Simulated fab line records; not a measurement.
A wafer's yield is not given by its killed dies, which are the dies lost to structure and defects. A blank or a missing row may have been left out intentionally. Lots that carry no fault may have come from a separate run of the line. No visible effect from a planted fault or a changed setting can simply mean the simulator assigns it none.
fab line records	flow n5_finfet
record: lots: 4	wafers: 12	last_day: 17
route steps=1938 shown BEOL_M2@879 BEOL_M4@1111 PASSIVATION@1936
lots with no fault: from the same line, run without faults
start_h: start of the lot's first displayed wafer, in hours after the record's first day	wait_h: hours since the lot's step before	" the same as in the row above	L1.1+2: a row that stands for several wafers	- value missing, or start not given	* or withheld: withheld	< > ~ a bound
route shown NAME@n: a module of which the file shows steps, and the number in the route of the first	usual: average and standard deviation across the fault-free wafers	same: alike in all rows	chamber/n: place in a boat	sites: each site's reading	_std_site: the values' standard deviation	_edge_site: mean of outer sites minus mean of inner sites	radius_mm: for every site, how far away it sits from the centre of the wafer	mask NAME#n: copy n	behind: the last tool/chamber to shape the wafer	hold: what put the lot on hold/how long, in hours/how the hold closed	device: the n, p or np transistor that did not switch	end of line: the same wafers' tests at the end of the route	step lacking rows: just its recipe	killed: count of dies lost to structure and defects at first sort (not the wafer's yield)	map: the dies of a wafer, with x for killed, . for not killed, _ for no die there
set.NAME: the run value of the setting; set.NAME@STEP: its run value at that earlier step	model.NAME: the simulator's own value behind a step, which no gauge read
certain route steps with their lots: each step a table, each wafer a row
services: when a tool's chamber went out of use (start_h, in hours from the record's first day, below 0 if earlier), for how many hours, and the reason
== steps ==
step: N5_BEOL_M2_DESCUM_33
recipe: chemistry: O2	time_s: 7	source_power_w: 50	bias_power_w: 20	pressure_mtorr: 20	rf_frequency_hz: 2.712e+07	temp_c: 40	resist: CAR-EUV	o2_flow_sccm: 225
step: N5_BEOL_M2_ETCH_77
recipe: chemistry: N2/H2	target: underlayer	target_depth_a: 65	mask_material: CAR-EUV	time_s: 5.2	ion_energy_ev: 200	pressure_mtorr: 30	source_w: 840	bias_w: 150	n2_flow_sccm: 200	h2_flow_sccm: 200	ends: cleared
step: N5_BEOL_M2_ETCH_69
recipe: chemistry: CF4	target: SiARC	target_depth_a: 156	mask_material: CAR-EUV	time_s: 26	ion_energy_ev: 80	pressure_mtorr: 40	source_w: 545	bias_w: 36	Ar_flow_sccm: 100	cf4_flow_sccm: 100	ends: cleared
step: N5_BEOL_M2_ALD_98
recipe: material: SiO2	target_thk_a: 25	temp_c: 100	ald_precursor_family: BDEAS	ald_co_reactant: O2-plasma	pulse_time_s: 1	co_reactant_pulse_time_s: 1	purge_time_s: 2	co_reactant_purge_time_s: 2	ald_cycles: 17	pressure_torr: 2
step: N5_BEOL_M2_ETCHBACK_99
recipe: chemistry: CHF3	target: SiO2	target_depth_a: 50	time_s: 10.4	source_w: 215	bias_w: 47	Ar_flow_sccm: 200	CHF3_flow_sccm: 12	ion_energy_ev: 100	pressure_mtorr: 30
step: N5_BEOL_M2_ETCH_70
recipe: chemistry: N2/H2	target: SOC	target_depth_a: 800	overetch_a: 240	mask_material: SiARC	temp_c: 40	time_s: 130	ion_energy_ev: 200	pressure_mtorr: 30	source_w: 840	bias_w: 150	n2_flow_sccm: 200	h2_flow_sccm: 200
step: N5_BEOL_M2_STRIP_71
recipe: chemistry: N2/H2	temp_c: 40	n2_flow_sccm: 200	h2_flow_sccm: 200	rf_frequency_hz: 6e+07
step: N5_BEOL_M2_STRIP_78
recipe: chemistry: N2/H2	temp_c: 40	n2_flow_sccm: 200	h2_flow_sccm: 200	rf_frequency_hz: 6e+07
step: N5_BEOL_M2_VIA_ETCH_34
recipe: chemistry: C4F6/O2	target_depth_a: 694	mask_material: SOC	pressure_mtorr: 15	ion_energy_ev: 250	taper_deg: 4	time_s: 65.9	source_w: 350	bias_w: 170	Ar_flow_sccm: 300	C4F6_flow_sccm: 10	O2_flow_sccm: 10
step: N5_BEOL_M2_STRIP_83
recipe: chemistry: C4F6/O2	resist: SiARC	rf_frequency_hz: 6e+07
step: N5_BEOL_M2_STRIP_36
recipe: chemistry: N2/H2	power_w: 450	temp_c: 40	pressure_mtorr: 20	rf_frequency_hz: 6e+07	overash_fraction: 0.3	bias_power_w: 7	h2_frac: 0.5	n2_flow_sccm: 200	h2_flow_sccm: 200
step: N5_BEOL_M2_TRENCH_ETCH_37
recipe: chemistry: C4F6/O2	target_depth_a: 555.55	target: SiOC	time_s: 29.2	ion_energy_ev: 250	pressure_mtorr: 30	source_w: 355	bias_w: 185	Ar_flow_sccm: 300	C4F6_flow_sccm: 10	O2_flow_sccm: 10
usual: chamber_pressure_mTorr: 30.000/0.026	drypump_motor_current_A: 5.7/0.6	oes_f_703_au: 0.81/0.08	oes_product_au: 0.81/0.084	rf_vpp_V: 660/12	showerhead_plenum_p_Torr: 2.80/0.089	throttle_valve_pct: 20.90/0.24
lot.wafer	tool	chamber	start_h	wait_h	chamber_pressure_mTorr	drypump_motor_current_A	oes_f_703_au	oes_product_au	rf_hours_counter_h	rf_vpp_V	showerhead_plenum_p_Torr	throttle_valve_pct	model.BEOL_M2.feature_depth_nm	model.etch.depth_nm	model.TiN_of_BEOL_M2_HM_DEP_02.thk_nm
L192.1	rie_diel-04	2	191.31	-	30.021	5.8	0.72	0.57	232	648	2.82	21.10	40.2	40.13	18.4
L192.3	"	0	"	"	29.999	5.5	0.74	0.62	143	661	2.73	20.79	40.2	40.26	18
L192.4	"	3	"	"	29.981	5.7	0.85	0.71	69	658	2.79	21.09	41.4	41.43	18.2
L193.1	rie_diel-04	1	203.13	-	30.023	6.1	0.88	0.71	58	652	2.76	20.53	41.4	41.44	18.2
L193.2	"	2	"	"	29.985	5.9	0.71	0.57	236	649	2.82	21.11	40	40.05	18.4
L193.4	"	3	"	"	29.978	5.7	0.85	0.70	73	656	2.79	21.12	41.2	41.17	18.2
L201.2	rie_diel-06	0	260.29	-	29.997	5.1	0.79	0.81	88	670	2.78	21.00	55.4	55.43	17.6
L201.3	"	2	"	"	30.021	5.4	0.69	0.69	247	652	2.70	21.14	54.4	54.37	17.8
L201.5	"	1	"	"	29.925	4.8	0.76	0.79	-	673	2.74	20.91	56.2	56.12	17.8
L204.1	rie_diel-04	1	271.80	-	30.027	6.1	0.85	0.82	85	653	2.75	20.61	56.8	56.8	17.6
L204.4	"	0	"	"	29.991	5.5	0.72	0.72	170	660	2.72	20.84	54.6	54.7	17.6
L204.6	"	0	"	"	29.963	5.5	0.72	0.72	-	658	2.72	20.87	54.4	54.41	18
step: N5_BEOL_M2_ETCH_41
recipe: chemistry: CH3F/O2	target: SiCN	target_depth_a: 299	taper_deg: 2	time_s: 52.5	ion_energy_ev: 120	mask_material: TiN	pressure_mtorr: 30	source_w: 395	bias_w: 75	Ar_flow_sccm: 150	CH3F_flow_sccm: 30	O2_flow_sccm: 20
step: N5_BEOL_M2_STRIP_97
recipe: chemistry: N2/H2	time_s: 10	power_w: 450	temp_c: 40	pressure_mtorr: 20	rf_frequency_hz: 6e+07	bias_power_w: 7	n2_flow_sccm: 200	h2_flow_sccm: 200
step: N5_BEOL_M2_OCD_MEAS_38
usual: trench_depth_nm: 55.7/1
lot.wafer	tool	chamber	start_h	wait_h	trench_depth_nm
L192.1	ocd-01	-	191.47	-	40.0
L192.3	"	-	"	"	40.2
L192.4	"	-	"	"	41.4
L193.1	ocd-01	-	203.29	-	41.3
L193.2	"	-	"	"	40.6
L193.4	"	-	"	"	41.3
L201.2	ocd-02	-	260.45	-	55.5
L201.3	"	-	"	"	54.3
L201.5	"	-	"	"	56.3
L204.1	ocd-02	-	271.95	-	56.3
L204.4	"	-	"	"	54.7
L204.6	"	-	"	"	54.0
step: N5_BEOL_M2_HM_STRIP_39
recipe: chemistry: peroxide_tin_strip	material: TiN	target_depth_a: 250	temp_c: 50	time_s: 158
step: N5_BEOL_M2_SRD_40
recipe: time_s: 30	temp_c: 23	rinse_liquid: diw	dry: ipa_marangoni
step: N5_BEOL_M2_PRECLEAN_42
recipe: chemistry: residue_remover	time_s: 60	temp_c: 40
step: N5_BEOL_M2_SRD_43
recipe: time_s: 30	temp_c: 23	rinse_liquid: diw	dry: ipa_marangoni
step: N5_BEOL_M2_DEGAS_44
recipe: ambient: vacuum	temp_c: 250	time_s: 60
step: N5_BEOL_M2_PRE_CLEAN_45
recipe: gas: H2/He	time_s: 30	temp_c: 250
step: N5_BEOL_M2_ALD_84
recipe: material: TaN	target_thk_a: *	temp_c: 275	ald_precursor_family: PDMAT	ald_co_reactant: NH3	pressure_torr: 3	carrier_flow_sccm: 1500	pulse_time_s: 2	purge_time_s: 3	co_reactant_purge_time_s: 2	co_reactant_pulse_time_s: 3	ald_cycles: 30	precursor_vessel_temp_c: 75	precursor_vessel_pressure_torr: 26.25	precursor_vessel_carrier_sccm: 1000
step: N5_BEOL_M2_SURFACE_TREAT_85
recipe: gas: Ar	time_s: *	ion_energy_ev: *	ion_current_ma_cm2: 0.5	pressure_mtorr: *	ar_flow_sccm: 30
step: N5_BEOL_M2_CVD_47
recipe: material: Co	target_thk_a: 30	temp_c: withheld	precursor: CCTBA/H2	pressure_torr: 30	time_s: 223.8
step: N5_BEOL_M2_SPUTTER_48
recipe: material: Cu	target_thk_a: 45	temp_c: -20	chamber_pressure_pa: 0.07	power_w: withheld	time_s: 8.29
step: N5_BEOL_M2_ANNEAL_49
recipe: temp_c: 400	time_s: 240	ambient: vacuum
step: N5_BEOL_M2_SPUTTER_79
recipe: material: Cu	target_thk_a: 45	temp_c: -20	chamber_pressure_pa: 0.07	power_w: withheld	time_s: 8.29
step: N5_BEOL_M2_ANNEAL_80
recipe: temp_c: 400	time_s: 240	ambient: vacuum
step: N5_BEOL_M2_SPUTTER_81
recipe: material: Cu	target_thk_a: 45	temp_c: -20	chamber_pressure_pa: 0.07	power_w: withheld	time_s: 8.29
step: N5_BEOL_M2_ANNEAL_82
recipe: temp_c: 400	time_s: 240	ambient: vacuum
step: N5_BEOL_M2_SPUTTER_86
recipe: material: Cu	target_thk_a: 45	temp_c: -20	chamber_pressure_pa: 0.07	power_w: withheld	time_s: 8.29
step: N5_BEOL_M2_ANNEAL_87
recipe: temp_c: 400	time_s: 240	ambient: vacuum
step: N5_BEOL_M2_SPUTTER_88
recipe: material: Cu	target_thk_a: 45	temp_c: -20	chamber_pressure_pa: 0.07	power_w: withheld	time_s: 8.29
step: N5_BEOL_M2_ANNEAL_89
recipe: temp_c: 400	time_s: 240	ambient: vacuum
step: N5_BEOL_M2_SPUTTER_90
recipe: material: Cu	target_thk_a: 45	temp_c: -20	chamber_pressure_pa: 0.07	power_w: withheld	time_s: 8.29
step: N5_BEOL_M2_ANNEAL_91
recipe: temp_c: 400	time_s: 240	ambient: vacuum
step: N5_BEOL_M2_SPUTTER_92
recipe: material: Cu	target_thk_a: 45	temp_c: -20	chamber_pressure_pa: 0.07	power_w: withheld	time_s: 8.29
step: N5_BEOL_M2_ANNEAL_93
recipe: temp_c: 400	time_s: 240	ambient: vacuum
step: N5_BEOL_M2_SPUTTER_94
recipe: material: Cu	target_thk_a: 45	temp_c: -20	chamber_pressure_pa: 0.07	power_w: withheld	time_s: 8.29
step: N5_BEOL_M2_ANNEAL_95
recipe: temp_c: 400	time_s: 240	ambient: vacuum
step: N5_BEOL_M2_CMP_52
recipe: stop_on: SiOC	t_overpolish_s: 6.8	down_force_psi: 1	platen_rpm: 50	clearing_platen_down_force_psi: 1.5	clearing_platen_rpm: 50	post_cmp_clean: cu_alkaline	target_thk_nm: 40	clearing_platen_pad_velocity_m_s: 0.99484	pad_velocity_m_s: 0.99484
usual: barrier_field_endpoint_s: 24.7/0.57	motor_current_A: 6.1/0.79	overpolish_run_s: 6.801/0.0096	time_to_endpoint_s: 62.8/2.7
lot.wafer	tool	chamber	start_h	wait_h	barrier_field_endpoint_s	motor_current_A	overpolish_run_s	time_to_endpoint_s	model.Cu_of_BEOL_M2_ECD_50.thk_nm
L192.1	cmp-04	0	195.08	0.3	24.6	5.3	6.809	62.1	24.8
L192.3	"	1	"	"	24.9	6.5	6.798	61.3	25
L192.4	"	2	"	"	25.2	6.7	6.810	62.7	26
L193.1	cmp-04	3	207.17	0.3	25.1	4.7	6.809	64.9	25.2
L193.4	"	0	"	"	25.7	5.6	6.802	64.1	26.6
L193.2	"	1	"	"	24.4	6.9	6.781	62.0	25
L201.2	cmp-03	2	264.05	0.2	24.9	6.5	6.800	65.8	40.6
L201.3	"	3	"	"	22.9	6.8	6.804	57.7	39.4
L201.5	"	2	"	"	24.8	6.9	6.791	63.6	40
L204.4	cmp-04	0	275.28	0.2	24.7	5.7	6.797	63.0	39.4
L204.1	"	2	"	"	24.2	6.8	6.787	62.3	40.8
L204.6	"	3	"	"	24.8	4.5	6.805	61.8	39.2
step: N5_BEOL_M2_THK_MEAS_53
recipe: thk_meas_gauge: xrf	reads: Cu_of_BEOL_M2_ECD_50
usual: M2_THK: 39.8/1.5
lot.wafer	tool	chamber	start_h	wait_h	M2_THK[nm]
L192.1	film_metro-02	-	195.34	-	24.8
L192.3	"	-	"	"	24.8
L192.4	"	-	"	"	25.9
L193.1	film_metro-02	-	207.42	-	25.0
L193.2	"	-	"	"	24.8
L193.4	"	-	"	"	26.4
L201.2	film_metro-01	-	264.35	-	39.9
L201.3	"	-	"	"	38.8
L201.5	"	-	"	"	39.5
L204.1	film_metro-02	-	275.53	-	40.9
L204.4	"	-	"	"	39.5
L204.6	"	-	"	"	39.4
step: N5_BEOL_M2_RS_MEAS_58
recipe: thk_meas_gauge: four-point-probe	reads: Co_of_BEOL_M2_CO_CAP_55+Cu_of_BEOL_M2_ECD_50+Co_of_BEOL_M2_CVD_47+TaN_of_BEOL_M2_ALD_84
usual: M2_RS: 0.67/0.032
lot.wafer	tool	chamber	start_h	wait_h	M2_RS[ohm/sq]
L192.1	film_metro-01	-	195.66	0.0	1.26
L192.3	"	-	"	"	1.25
L192.4	"	-	"	"	1.18
L193.1	film_metro-02	-	207.69	0.0	1.23
L193.2	"	-	"	"	1.25
L193.4	"	-	"	"	1.15
L201.2	film_metro-02	-	264.61	0.1	0.66
L201.3	"	-	"	"	0.68
L201.5	"	-	"	"	0.67
L204.1	film_metro-01	-	275.80	0.0	0.65
L204.4	"	-	"	"	0.68
L204.6	"	-	"	"	0.69
step: N5_BEOL_M4_RC_MEAS_101
usual: DIBL_N: 36.0/1.6	DIBL_P: 36.1/2	IOFF_N: 0.160/0.029	IOFF_P: 0.21/0.039	ION_N: 675/13	ION_P: 464/8.8	SERP_M2: 196/13	SERP_M2_max_site: 210/16	SS_N: 71.5/0.58	SS_P: 73.3/0.65	VT_N: 250/3.3	VT_P: -249/3.6
lot.wafer	tool	chamber	start_h	wait_h	DIBL_N[mV/V]	DIBL_P[mV/V]	IOFF_N[nA/um]	IOFF_P[nA/um]	ION_N[uA/um]	ION_P[uA/um]	SERP_M2[ohm/um]	SERP_M2_max_site[ohm/um]	SS_N[mV/dec]	SS_P[mV/dec]	VT_N[mV]	VT_P[mV]
L192.1	prober-02	0	220.01	0.0	36.2	34.9	0.161	0.21	669	460	333	357	71.2	73.3	250	-247
L192.3	"	0	"	"	38.6	37.5	0.207	0.25	681	456	301	313	72.4	73.8	246	-248
L192.4	"	0	"	"	39.3	39.8	0.235	0.27	705	476	315	327	72.2	74.7	241	-248
L193.1	prober-02	0	234.40	0.0	36.5	37.7	0.167	0.27	673	470	336	363	71.8	73.6	246	-244
L193.2	"	0	"	"	39.1	39.4	0.227	0.29	681	466	359	377	73.4	73.5	244	-244
L193.4	"	0	"	"	37.2	39.1	0.185	0.30	689	479	329	356	71.9	73.8	244	-243
L201.2	prober-02	0	286.48	0.2	37.5	38.7	0.187	0.26	682	474	189	208	72.0	73.6	244	-248
L201.3	"	0	"	"	36.8	37.7	0.163	0.24	679	463	187	190	71.4	73.5	250	-248
L201.5	"	0	"	"	35.9	35.8	0.155	0.21	694	474	192	202	71.5	72.6	247	-246
L204.1	prober-02	0	294.45	0.0	34.6	35.7	0.152	0.22	666	456	209	231	71.4	73.7	250	-247
L204.4	"	0	"	"	31.8	33.1	0.106	0.18	655	457	208	219	70.4	72.1	255	-252
L204.6	"	0	"	"	30.4	31.7	0.092	0.16	650	453	220	231	70.9	72.3	259	-254
sites SERP_M2 radius_mm=0,75,75,75,75,140,140,140,140
L192.1 335 335 333 343 357 304 325 292 307
L193.1 328 336 331 326 351 352 359 331 363
L201.2 181 184 183 192 178 189 192 208 198
L204.1 213 209 217 231 212 176 192 197 177
step: N5_PASSIVATION_PROBE_49
usual: defect_limited_yield: 91.0/1.3	killed_at_M0_to_M3: 36/9.5	killed_at_M4_up: 14/5.6	killed_at_contacts: 12/6.4	killed_at_front_end: 40/10	killed_at_other: 3.2/3	killed_dies: 107/15	killed_on_rim: 15/4.5	killed_open: 69/12	killed_short: 35/7.7	sort_bin_5_function: 5.3/0.91	sort_bin_6_memory: 3.3/0.65	sort_bin_8_speed: 0.00/0.012	sort_n_pass: 1073/15
same: gross_dies: 1180	killed_at_back_side: 0	sort_bin_4_leakage[%]: 0
lot.wafer	tool	chamber	start_h	wait_h	defect_limited_yield[%]	killed_at_M0_to_M3	killed_at_M4_up	killed_at_contacts	killed_at_front_end	killed_at_other	killed_dies	killed_on_rim	killed_open	killed_short	sort_bin_5_function[%]	sort_bin_6_memory[%]	sort_bin_8_speed[%]	sort_n_pass
L192.1	prober-02	-	332.97	0.5	89.4	48	13	20	41	3	125	12	81	33	5.4	4.1	0.85	1055
L192.3	prober-02	-	333.07	0.6	91.6	41	22	10	24	2	99	12	57	33	4.3	3.1	0.59	1081
L192.4	prober-02	-	333.12	0.7	89.9	57	13	15	34	0	119	17	66	41	5.3	3.7	0.68	1061
L193.1	prober-01	-	346.27	0.0	90.8	45	10	2	50	2	109	22	55	31	3.7	3.2	1.69	1071
L193.2	prober-01	-	346.32	0.1	90.2	45	15	4	45	7	116	21	53	26	4.1	2.5	2.46	1064
L193.4	prober-01	-	346.42	0.2	91.0	42	12	10	39	3	106	17	58	36	4.6	3.2	0.25	1074
L201.2	prober-01	-	391.66	0.1	90.5	38	11	12	51	0	112	17	69	43	6.1	3.1	0	1068
L201.3	prober-01	-	391.71	0.1	90.9	32	9	8	58	0	107	17	68	36	5.1	3.5	0	1073
L201.5	prober-01	-	391.81	0.2	89.3	32	31	13	50	0	126	16	81	45	6.2	4.2	0	1054
L204.1	prober-01	-	403.33	0.0	93.5	24	13	13	27	0	77	9	57	20	3.6	2.6	0	1103
L204.4	prober-01	-	403.48	0.2	91.3	40	13	22	25	3	103	13	76	23	5.2	3.4	0	1077
L204.6	prober-01	-	403.58	0.3	92.9	26	15	16	27	0	84	12	55	27	4.5	2.4	0	1096
killed by level:class
L192.1 FIN_SAQP:geometric_particle:open=13 MOL_CONTACT_COAG:geometric_particle:open=13 BEOL_M3:geometric_particle:open=11 BEOL_M2:area_ecd=10 FIN_SAQP:geometric_particle:short=8 MOL_CONTACT_COAG:geometric_particle:short=6 BEOL_M1:geometric_particle:open=6 BEOL_M0_SAQP:geometric_particle:open=5
L192.3 MOL_CONTACT_COAG:geometric_particle:open=8 BEOL_M3:geometric_particle:open=8 BEOL_M5:geometric_particle:open=7 BEOL_M2:area_ecd=7 BEOL_M0_SAQP:geometric_particle:short=6 BEOL_M0_SAQP:geometric_particle:open=6 BEOL_M1:geometric_particle:open=6 STI_FIN_REVEAL:geometric_particle:open=5
L192.4 MOL_CONTACT_COAG:geometric_particle:open=10 BEOL_M3:geometric_particle:open=10 BEOL_M1:geometric_particle:open=9 BEOL_M0_SAQP:geometric_particle:short=8 BEOL_M2:area_ecd=8 FIN_SAQP:geometric_particle:open=7 STI_FIN_REVEAL:geometric_particle:open=6 BEOL_M0_SAQP:geometric_particle:open=6
L193.1 BEOL_M2:area_ecd=20 FIN_SAQP:geometric_particle:open=15 FIN_SAQP:geometric_particle:short=13 BEOL_M1:geometric_particle:open=9 BEOL_M4:geometric_particle:open=7 STI_FIN_REVEAL:geometric_particle:open=7 BEOL_M0_SAQP:geometric_particle:open=5 BEOL_M0_SAQP:geometric_particle:short=4
L193.2 BEOL_M2:area_ecd=29 BEOL_M4:geometric_particle:open=10 BEOL_M1:geometric_particle:open=9 HKMG_FIN:area_etch=8 FIN_SAQP:geometric_particle:open=7 FIN_SAQP:geometric_particle:short=5 GATE_CUT:geometric_particle:short=4 MOL_CONTACT_COAG:geometric_particle:open=4
L193.4 BEOL_M1:geometric_particle:open=8 BEOL_M0_SAQP:geometric_particle:open=8 HKMG_FIN:area_etch=8 MOL_CONTACT_COAG:geometric_particle:open=7 BEOL_M0_SAQP:geometric_particle:short=7 BEOL_M2:geometric_particle:open=7 FIN_SAQP:geometric_particle:short=6 DUMMY_GATE:geometric_particle:open=5
L201.2 FIN_SAQP:geometric_particle:short=18 BEOL_M0_SAQP:geometric_particle:open=13 MOL_CONTACT_COAG:geometric_particle:open=11 BEOL_M0_SAQP:geometric_particle:short=9 STI_FIN_REVEAL:geometric_particle:open=8 FIN_SAQP:geometric_particle:open=7 BEOL_M3:geometric_particle:open=7 BEOL_M4:geometric_particle:open=7
L201.3 FIN_SAQP:geometric_particle:open=12 BEOL_M0_SAQP:geometric_particle:short=9 STI_FIN_REVEAL:geometric_particle:open=9 FIN_SAQP:geometric_particle:short=7 BEOL_M0_SAQP:geometric_particle:open=7 MOL_CONTACT_COAG:geometric_particle:open=7 BEOL_M2:geometric_particle:open=6 BEOL_M4:geometric_particle:open=6
L201.5 BEOL_M4:geometric_particle:open=16 FIN_SAQP:geometric_particle:short=13 MOL_CONTACT_COAG:geometric_particle:open=12 FIN_SAQP:geometric_particle:open=9 STI_FIN_REVEAL:geometric_particle:open=7 BEOL_M0_SAQP:geometric_particle:open=7 BEOL_M4:geometric_particle:short=7 BEOL_M2:geometric_particle:open=6
L204.1 MOL_CONTACT_COAG:geometric_particle:open=11 FIN_SAQP:geometric_particle:short=7 BEOL_M4:geometric_particle:open=7 BEOL_M3:geometric_particle:open=6 BEOL_M2:geometric_particle:open=6 BEOL_M0_SAQP:geometric_particle:open=5 FIN_SAQP:geometric_particle:open=4 GATE_CUT:geometric_particle:short=4
L204.4 MOL_CONTACT_COAG:geometric_particle:open=17 FIN_SAQP:geometric_particle:open=10 BEOL_M0_SAQP:geometric_particle:open=9 BEOL_M1:geometric_particle:open=7 STI_FIN_REVEAL:geometric_particle:open=6 BEOL_M2:geometric_particle:open=6 MOL_CONTACT_COAG:geometric_particle:short=5 BEOL_M3:geometric_particle:open=5
L204.6 MOL_CONTACT_COAG:geometric_particle:open=11 BEOL_M2:geometric_particle:open=10 GATE_CUT:geometric_particle:short=5 MOL_CONTACT_COAG:geometric_particle:short=5 BEOL_M4:geometric_particle:open=5 FIN_SAQP:geometric_particle:open=4 GATE_CUT:geometric_particle:open=4 BEOL_M0_SAQP:geometric_particle:short=4
map L192.1 (x killed, . not)
_________________....x.......________________
______________........x..x......_____________
___________x.....x.x...............__________
__________...x..x.............x..x.x_________
________....xxx......................._______
_______..x.x...x.x.....................______
______................................x._____
_____x.........x....x...............x....____
____.........x...xx..x.......x............___
___xx...x...x........x..............x......__
___x..............x.........x............x.__
__...x...x........x.......x.x.............x._
__..............x................x.x.....x.._
_.....x...x.........x...x....................
_...................x....x.............x.....
_..x.............................x...........
_.............x.......x....x.............x...
_....x.x....x..........................xx....
_....x.x..................x.....x..x.........
_............x.x......x...........x.......x..
_x...x.....................x......x....x.....
__..........x.....x......x.....x....x......._
__.......x.x.xx..x..x......................._
___....................x..x........x...x...__
___................xx......................__
____....x.x........x.....x.....x.x........___
_____....................................____
______.................x.......x..x....._____
_______.............x...xxx.....x..x...______
________.......x...x.................._______
__________.....x..........xx....x..._________
___________..x..x.............x....__________
______________..........x.x....._____________
_________________..x.........________________
map L193.2 (x killed, . not)
_________________....x...x...________________
______________x................._____________
___________..x.....................__________
__________.x....x.........x.....x..._________
________...............x.............._______
_______..........x....................x______
______..........x.x.............x......._____
_____..............x.....................____
____x.................x.........x.x.x...x.___
___..x....x......x............x............__
___...x..x................x.x...........x..__
__.........................................x_
__........................................x._
_......x..............x................x.....
_........x.x.........x..x.x..................
_...x.x..x.....x..............x...........xx.
_....x..x.............x..x...x...............
_...........................x.....xxx........
_......xxx.........x..............x..x.......
_.x.......x...x....................x.....x.xx
_...x...x..x..........xx....x.......x........
__.x...x.......x........................x..._
__x.........................x..x......x....._
___x....x..........................x.......__
___x.......x..................x...x...x....__
____........................x....x........___
_____............x...................x...____
______..x.......x.....x..........x......_____
_______..x...........................x.______
________...............x.............._______
__________.x........x...x..........._________
___________.......................x__________
______________.......xx...xx.x.x_____________
_________________x.........xx________________
== services ==
tool	chamber	start_h	hours	kind
cmp-03	-	222.36	9.7	pm
cmp-04	-	233.51	0.4	repair
cmp-03	-	234.65	6.3	repair
rie_diel-04	2	239.29	-	clean
rie_diel-04	2	239.29	-	consumable_replace:focus_ring
rie_diel-04	2	239.29	25.0	scheduled_down
rie_diel-04	2	239.29	25.0	vent_cycle
cmp-04	-	239.57	4.0	pm
cmp-03	-	242.27	2.7	repair
rie_diel-06	2	243.08	8.3	repair
cmp-04	-	243.57	-	consumable_replace:conditioner
cmp-04	-	243.57	-	consumable_replace:pad
cmp-04	-	265.77	0.9	repair
rie_diel-06	2	268.31	-	clean
rie_diel-06	2	268.31	-	consumable_replace:focus_ring
rie_diel-06	2	268.31	-	consumable_replace:showerhead
rie_diel-06	2	268.31	28.1	scheduled_down
rie_diel-06	2	268.31	28.1	vent_cycle
== key ==
first_sign: step: N5_BEOL_M2_TRENCH_ETCH_37	reading: oes_product_au	direction: down	sigmas: 2	usual: 0.81	struck: 0.65
effect: step: N5_BEOL_M2_OCD_MEAS_38	reading: trench_depth_nm	direction: down	sigmas: 15	usual: 55.7	struck: 40.8
effect: step: N5_BEOL_M2_THK_MEAS_53	reading: M2_THK	direction: down	sigmas: 9.5	usual: 39.8	struck: 25.3
effect: step: N5_BEOL_M2_RS_MEAS_58	reading: M2_RS	direction: up	sigmas: 17	usual: 0.67	struck: 1.22
effect: step: N5_BEOL_M4_RC_MEAS_101	reading: SERP_M2	direction: up	sigmas: 10	usual: 196	struck: 329
effect: step: N5_BEOL_M4_RC_MEAS_101	reading: SERP_M2_max_site	direction: up	sigmas: 8.5	usual: 210	struck: 349
effect: step: N5_PASSIVATION_PROBE_49	reading: sort_bin_8_speed	direction: up	sigmas: 13	usual: 0.00	struck: 1.09
model_effect: step: N5_BEOL_M2_TRENCH_ETCH_37	value: BEOL_M2.feature_depth_nm	without: 55.27	struck: 40.73
model_effect: step: N5_BEOL_M2_CMP_52	value: Cu_of_BEOL_M2_ECD_50.thk_nm	without: 39.93	struck: 25.43
met_at N5_BEOL_M2_TRENCH_ETCH_37
struck_wafers L192.1,L192.3,L192.4,L193.1,L193.2,L193.4
fault: kind: process_parameter_drift	tool: rie_diel-04	chamber: -	onset_h: 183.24	steps: N5_BEOL_M2_TRENCH_ETCH_37	channel: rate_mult	offset: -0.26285	shape: step	end_h: 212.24
